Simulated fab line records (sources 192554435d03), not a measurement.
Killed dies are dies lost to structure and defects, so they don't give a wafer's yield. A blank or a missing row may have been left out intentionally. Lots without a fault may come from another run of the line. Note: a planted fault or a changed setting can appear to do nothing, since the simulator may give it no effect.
Chamber matching ; flow n5-finfet ; pecvd-01 running N5_BEOL_M15_ILD_DEP_00: 3 sister chambers
The step deposits SiO2 from TEOS/O2, target thk 1629.3 nm, time 346.1 s. 6 wafers are shown with their chamber, then 6 later ones without.

WAFERS WITH THEIR CHAMBER
wafer;chamber;throttle-valve-pct (%);showerhead-plenum-p-Torr (Torr)
L695.1;2;17.6;8.304
L695.6;2;18.0;8.320
L693.1;1;19.0;8.312
L693.5;0;19.3;8.344
L696.1;0;19.1;8.362
L696.4;1;19.2;8.277

WAFERS MISSING THEIR CHAMBER
wafer;throttle-valve-pct (%);showerhead-plenum-p-Torr (Torr)
L696.5;17.9;8.330
L698.2;17.7;8.332
L698.6;19.1;8.342
L702.3;18.9;8.363
L702.4;17.7;8.331
L702.5;19.4;8.380

CHAMBER TAKEN BY EACH
wafer;from the rows above;in truth
L696.5;2;2
L698.2;2;2
L698.6;can't be placed: 0 or 1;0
L702.3;0;0
L702.4;2;2
L702.5;0;0
5 of 6 placed correctly. Can't be placed from these rows: 1 (the true chamber is among the candidates in 1). Wrongly placed: 0.
How it was worked out, from the rows above alone: a wafer's distance from a chamber is the root of the sum, over the readings, of the square of ((its reading less the chamber's mean) divided by the reading's scatter). If the next closest chamber is less than 2 further off than the closest, the wafer can't be placed; otherwise it belongs to the closest. Each chamber's mean is taken over the wafers shown for it. The scatter is the square root of a quotient: the sum, over the shown wafers, of each reading's squared deviation from its chamber's mean, divided by wafers minus chambers.
